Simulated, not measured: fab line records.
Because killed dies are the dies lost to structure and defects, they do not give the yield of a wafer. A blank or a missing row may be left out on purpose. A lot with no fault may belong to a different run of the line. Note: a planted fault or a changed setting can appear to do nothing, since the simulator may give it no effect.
fab line records ; flow n5-finfet ; part 2 of 2: steps 25 to 31 of 31
record lots=5; wafers=15; last-day=16
route steps=1938 shown BEOL_M7@1322 BEOL_M8@1332
lots with no fault: from the same line, run without faults
start-h: hours from the record's opening day to when the first of the lot's shown wafers began ; wait-h: time in hours since the lot's previous step ; " repeats the value in the row above ; L1.1+2: several wafers, shown together as one row ; - no value, or no start was given ; * or withheld: withheld ; < > ~ a bound
route shown NAME@n: a module of which the file shows steps, and the number in the route of the first ; usual: mean and standard deviation over wafers with no fault ; same: alike in all rows ; chamber/n: place in a boat ; sites: the reading at each site ; _std_site: their standard deviation ; _edge_site: inner sites' mean taken away from outer sites' mean ; radius-mm: how far each site lies from the wafer's centre ; mask NAME#n: copy n ; behind: the tool/chamber that last shaped the wafer ; hold: the reason the lot was held/the length of the hold in hours/how it ended ; device: which transistor (n, p or np) failed to switch ; end of line: the same wafers' tests at the end of the route ; a step given without rows: its recipe and nothing more ; killed: count of dies lost to structure and defects at first sort (not the wafer's yield) ; map: a wafer's dies, marking killed ones x, the rest . and places with no die _
set.NAME: setting as actually run; set.NAME@STEP: the setting as run at that earlier step ; model.NAME: the simulator's own value behind a step, which no gauge read
certain route steps with their lots: each step a table, each wafer a row
services: when a tool's chamber went out of use (start-h, in hours from the record's first day, below 0 if earlier), for how many hours, and the reason
## steps
# step N5_BEOL_M8_OVL_MEAS_12
# recipe points-per-wafer=44
# usual M8_OVL=-0.4/0.57
lot.wafer;tool;chamber;start-h;wait-h;M8_OVL[nm]
L074.1;overlay-02;0;196.43;0.0;0.1
L074.5;overlay-02;0;196.43;0.0;-0.2
L074.6;overlay-02;0;196.43;0.0;-0.3
L082.3;overlay-02;0;252.26;0.0;-0.6
L082.4;overlay-02;0;252.26;0.0;0.3
L082.5;overlay-02;0;252.26;0.0;-0.3
L084.2;overlay-01;0;272.70;0.0;0.0
L084.4;overlay-01;0;272.70;0.0;0.0
L084.5;overlay-01;0;272.70;0.0;-0.8
L088.3;overlay-02;0;279.02;0.0;0.9
L088.4;overlay-02;0;279.02;0.0;-0.2
L088.6;overlay-02;0;279.02;0.0;0.3
L091.1;overlay-01;0;308.72;0.0;-0.1
L091.5;overlay-01;0;308.72;0.0;0.5
L091.6;overlay-01;0;308.72;0.0;0.3
# step N5_BEOL_M8_INSPECT_13
# recipe mode=adi; inspect-instrument=brightfield
# usual raw-defect-count=450/110
lot.wafer;tool;chamber;start-h;wait-h;raw-defect-count
L074.1;defect-inspect-01;-;196.45;0.0;642
L074.5;defect-inspect-01;-;196.45;0.0;607
L074.6;defect-inspect-01;-;196.45;0.0;344
L082.3;defect-inspect-02;-;252.28;0.0;201
L082.4;defect-inspect-02;-;252.28;0.0;308
L082.5;defect-inspect-02;-;252.28;0.0;285
L084.2;defect-inspect-02;-;272.73;0.0;511
L084.4;defect-inspect-02;-;272.73;0.0;352
L084.5;defect-inspect-02;-;272.73;0.0;417
L088.3;defect-inspect-02;-;279.04;0.0;545
L088.4;defect-inspect-02;-;279.04;0.0;501
L088.6;defect-inspect-02;-;279.04;0.0;430
L091.1;defect-inspect-01;-;308.75;0.0;398
L091.5;defect-inspect-01;-;308.75;0.0;497
L091.6;defect-inspect-01;-;308.75;0.0;429
# step N5_BEOL_M8_DESCUM_16
# recipe chemistry=O2; time-s=7.9; source-power-w=50; bias-power-w=20; pressure-mtorr=20; rf-frequency-hz=2.712e+07; temp-c=40; resist=CAR-ArF; o2-flow-sccm=225
# usual drypump-motor-current-A=5.6/0.46; oes-product-au=0.77/0.08; rf-vpp-V=243.2/1.3; showerhead-plenum-p-Torr=2.11/0.058; throttle-valve-pct=20.43/0.22
lot.wafer;tool;chamber;start-h;wait-h;drypump-motor-current-A;oes-product-au;rf-hours-counter-h;rf-vpp-V;showerhead-plenum-p-Torr;throttle-valve-pct
L074.1;rie-diel-01;1;196.48;0.0;5.1;0.68;245;244.1;2.17;20.58
L074.5;rie-diel-01;0;196.48;0.0;5.8;0.77;-;242.5;2.10;20.40
L074.6;rie-diel-01;2;196.48;0.0;4.8;0.72;-;241.0;2.01;20.62
L082.3;rie-diel-01;0;252.32;0.0;5.8;0.75;192;243.1;2.09;20.45
L082.4;rie-diel-01;2;252.32;0.0;4.8;0.70;-;241.0;2.00;20.68
L082.5;rie-diel-01;3;252.32;0.0;6.2;0.82;-;246.3;2.19;20.11
L084.2;rie-diel-04;1;272.76;0.0;6.0;0.81;74;242.4;2.12;20.61
L084.4;rie-diel-04;0;272.76;0.0;6.0;0.72;204;242.1;2.09;20.80
L084.5;rie-diel-04;0;272.76;0.0;6.1;0.71;-;243.8;2.09;20.81
L088.3;rie-diel-03;0;279.28;0.2;5.3;0.77;136;243.9;2.20;20.24
L088.4;rie-diel-03;2;279.28;0.2;5.2;0.74;201;242.8;2.07;20.28
L088.6;rie-diel-03;1;279.28;0.2;5.4;0.73;-;242.9;2.08;20.21
L091.1;rie-diel-03;1;310.47;1.7;5.4;0.72;183;242.8;2.08;20.21
L091.5;rie-diel-03;3;310.47;1.7;5.9;0.87;-;242.3;2.16;20.26
L091.6;rie-diel-03;2;310.47;1.7;5.2;0.73;-;242.2;2.07;20.28
# step N5_BEOL_M8_ETCH_61
# recipe chemistry=CF4; target=SiARC; target-depth-a=455; mask-material=CAR-ArF; time-s=75.8; ion-energy-ev=80; pressure-mtorr=40; source-w=545; bias-w=36; Ar_flow_sccm=100; cf4-flow-sccm=100; ends=cleared
# usual drypump-motor-current-A=5.6/0.45; etch-rf-on-time-s=75.4/1.6; oes-product-au=0.66/0.069; rf-vpp-V=184.3/1.1; showerhead-plenum-p-Torr=2.15/0.058; throttle-valve-pct=15.57/0.21
lot.wafer;tool;chamber;start-h;wait-h;drypump-motor-current-A;etch-rf-on-time-s;oes-product-au;rf-hours-counter-h;rf-vpp-V;showerhead-plenum-p-Torr;throttle-valve-pct
L074.1;rie-diel-01;1;196.52;0.0;5.1;72.8;0.60;245;185.9;2.20;15.67
L074.5;rie-diel-01;0;196.52;0.0;5.8;75.8;0.64;-;183.6;2.13;15.51
L074.6;rie-diel-01;2;196.52;0.0;4.8;76.0;0.61;-;184.0;2.05;15.73
L082.3;rie-diel-01;0;252.36;0.0;5.8;77.0;0.61;192;184.5;2.12;15.57
L082.4;rie-diel-01;2;252.36;0.0;4.8;75.9;0.59;-;182.9;2.04;15.79
L082.5;rie-diel-01;3;252.36;0.0;6.2;73.8;0.71;-;184.8;2.27;15.50
L084.2;rie-diel-04;1;272.80;0.0;6.0;74.8;0.69;74;184.7;2.16;15.70
L084.4;rie-diel-04;0;272.80;0.0;6.1;76.6;0.62;204;184.7;2.12;15.93
L084.5;rie-diel-04;0;272.80;0.0;6.1;76.7;0.62;-;184.6;2.12;15.92
L088.3;rie-diel-03;0;279.31;0.0;5.3;75.5;0.66;136;184.3;2.22;15.40
L088.4;rie-diel-03;2;279.31;0.0;5.2;74.6;0.64;201;182.3;2.13;15.56
L088.6;rie-diel-03;1;279.31;0.0;5.4;77.9;0.63;-;183.0;2.13;15.47
L091.1;rie-diel-03;1;310.51;0.0;5.4;77.0;0.62;183;183.2;2.13;15.48
L091.5;rie-diel-03;3;310.51;0.0;5.9;72.3;0.76;-;184.7;2.19;15.33
L091.6;rie-diel-03;2;310.51;0.0;5.2;74.2;0.63;-;183.8;2.12;15.58
# step N5_BEOL_M8_ETCH_62
# recipe chemistry=N2/H2; target=SOC; target-depth-a=1100; overetch-a=220; mask-material=SiARC; temp-c=40; time-s=165; ion-energy-ev=200; pressure-mtorr=30; source-w=840; bias-w=150; n2-flow-sccm=200; h2-flow-sccm=200
# usual drypump-motor-current-A=5.6/0.46; oes-product-au=0.65/0.063; rf-vpp-V=524.1/2; showerhead-plenum-p-Torr=2.55/0.069; throttle-valve-pct=17.75/0.23
lot.wafer;tool;chamber;start-h;wait-h;drypump-motor-current-A;oes-product-au;rf-hours-counter-h;rf-vpp-V;showerhead-plenum-p-Torr;throttle-valve-pct
L074.1;rie-diel-01;1;196.57;0.0;5.1;0.59;245;524.1;2.62;17.88
L074.5;rie-diel-01;0;196.57;0.0;5.8;0.64;-;524.9;2.53;17.71
L074.6;rie-diel-01;2;196.57;0.0;4.8;0.61;-;520.9;2.43;17.99
L082.3;rie-diel-01;0;252.41;0.0;5.9;0.61;192;522.3;2.52;17.75
L082.4;rie-diel-01;2;252.41;0.0;4.8;0.59;-;521.0;2.42;18.06
L082.5;rie-diel-01;3;252.41;0.0;6.2;0.69;-;526.3;2.68;17.51
L084.2;rie-diel-04;1;272.85;0.0;6.0;0.68;74;525.5;2.58;17.93
L084.4;rie-diel-04;0;272.85;0.0;6.1;0.61;204;523.7;2.52;18.10
L084.5;rie-diel-04;0;272.85;0.0;6.1;0.62;-;523.0;2.52;18.12
L088.3;rie-diel-03;0;279.37;0.0;5.3;0.66;136;524.8;2.65;17.50
L088.4;rie-diel-03;2;279.37;0.0;5.2;0.63;201;523.2;2.51;17.62
L088.6;rie-diel-03;1;279.37;0.0;5.4;0.63;-;523.3;2.54;17.70
L091.1;rie-diel-03;1;310.56;0.0;5.4;0.62;183;522.2;2.54;17.73
L091.5;rie-diel-03;3;310.56;0.0;5.9;0.74;-;524.0;2.60;17.54
L091.6;rie-diel-03;2;310.56;0.0;5.2;0.62;-;523.9;2.50;17.64
# step N5_BEOL_M8_STRIP_68
# recipe chemistry=N2/H2; temp-c=40; n2-flow-sccm=200; h2-flow-sccm=200; rf-frequency-hz=6e+07
lot.wafer;tool;chamber;start-h;wait-h
L074.1+5+6;rie-diel-01;1,0,2;196.71;0.1
L082.3+4+5;rie-diel-01;0,2,3;252.55;0.1
L084.2+4+5;rie-diel-04;1,0,0;272.99;0.1
L088.3+4+6;rie-diel-03;0,2,1;279.51;0.1
L091.1+5+6;rie-diel-03;1,3,2;310.70;0.1
# step N5_BEOL_M8_STRIP_67
# recipe chemistry=CF4; resist=SiARC; power-w=300; bias-power-w=75; pressure-mtorr=50; cf4-flow-sccm=150; rf-frequency-hz=6e+07
# usual drypump-motor-current-A=5.6/0.46; oes-product-au=0.77/0.074; power-w=300.0/0.92; rf-vpp-V=271.3/1.3; showerhead-plenum-p-Torr=1.80/0.046; throttle-valve-pct=13.55/0.22
lot.wafer;tool;chamber;start-h;wait-h;drypump-motor-current-A;oes-product-au;power-w;rf-hours-counter-h;rf-vpp-V;showerhead-plenum-p-Torr;throttle-valve-pct
L074.1;rie-diel-01;1;196.72;0.0;5.1;0.69;299.5;245;271.6;1.83;13.64
L074.5;rie-diel-01;0;196.72;0.0;5.8;0.74;300.1;-;272.0;1.78;13.50
L074.6;rie-diel-01;2;196.72;0.0;4.8;0.72;298.9;-;269.1;1.72;13.72
L082.3;rie-diel-01;0;252.56;0.0;5.8;0.73;299.8;193;272.0;1.78;13.56
L082.4;rie-diel-01;2;252.56;0.0;4.8;0.70;300.9;-;268.9;1.71;13.77
L082.5;rie-diel-01;3;252.56;0.0;6.1;0.82;300.6;-;274.3;1.89;13.42
L084.2;rie-diel-04;1;273.00;0.0;6.0;0.80;300.3;74;271.5;1.79;13.57
L084.4;rie-diel-04;0;273.00;0.0;6.1;0.73;300.6;204;271.4;1.78;13.93
L084.5;rie-diel-04;0;273.00;0.0;6.1;0.73;300.2;-;270.7;1.78;13.92
L088.3;rie-diel-03;0;279.52;0.0;5.3;0.77;297.6;137;274.6;1.86;13.40
L088.4;rie-diel-03;2;279.52;0.0;5.2;0.74;299.8;201;271.3;1.79;13.58
L088.6;rie-diel-03;1;279.52;0.0;5.4;0.74;300.5;-;269.5;1.79;13.47
L091.1;rie-diel-03;1;310.71;0.0;5.4;0.73;298.7;183;270.9;1.79;13.51
L091.5;rie-diel-03;3;310.71;0.0;5.9;0.87;299.6;-;272.1;1.84;13.27
L091.6;rie-diel-03;2;310.71;0.0;5.2;0.73;299.0;-;269.7;1.78;13.61
## services
tool;chamber;start-h;hours;kind
arfi-scanner-01;-;168.96;0.8;pm
arfi-scanner-01;-;170.93;1.3;pm
pecvd-04;0;178.14;6.4;repair
pecvd-02;-;181.06;0.7;repair
pecvd-01;-;191.71;0.4;repair
rie-diel-01;3;191.98;14.3;repair
cmp-04;-;206.72;4.0;pm
cmp-04;-;211.32;2.4;repair
rie-diel-03;-;211.67;1.7;repair
uv-cure-03;-;212.98;2.8;pm
cmp-04;-;220.99;1.0;repair
arfi-scanner-01;-;224.14;1.0;pm
arfi-scanner-01;-;232.07;0.8;repair
cvd-co-01;0;252.59;8.9;repair
cmp-04;-;253.81;7.0;pm
arfi-scanner-01;-;278.04;3.9;pm
rie-diel-04;1;287.30;4.7;repair
rie-diel-03;3;291.56;6.8;repair
rie-diel-03;-;293.56;1.1;repair
arfi-scanner-01;-;296.43;1.3;pm
rie-diel-03;0;296.71;5.3;repair
pecvd-02;-;297.64;0.7;repair
rie-diel-01;-;306.91;75.6;repair
rie-diel-04;-;308.37;4.3;pm
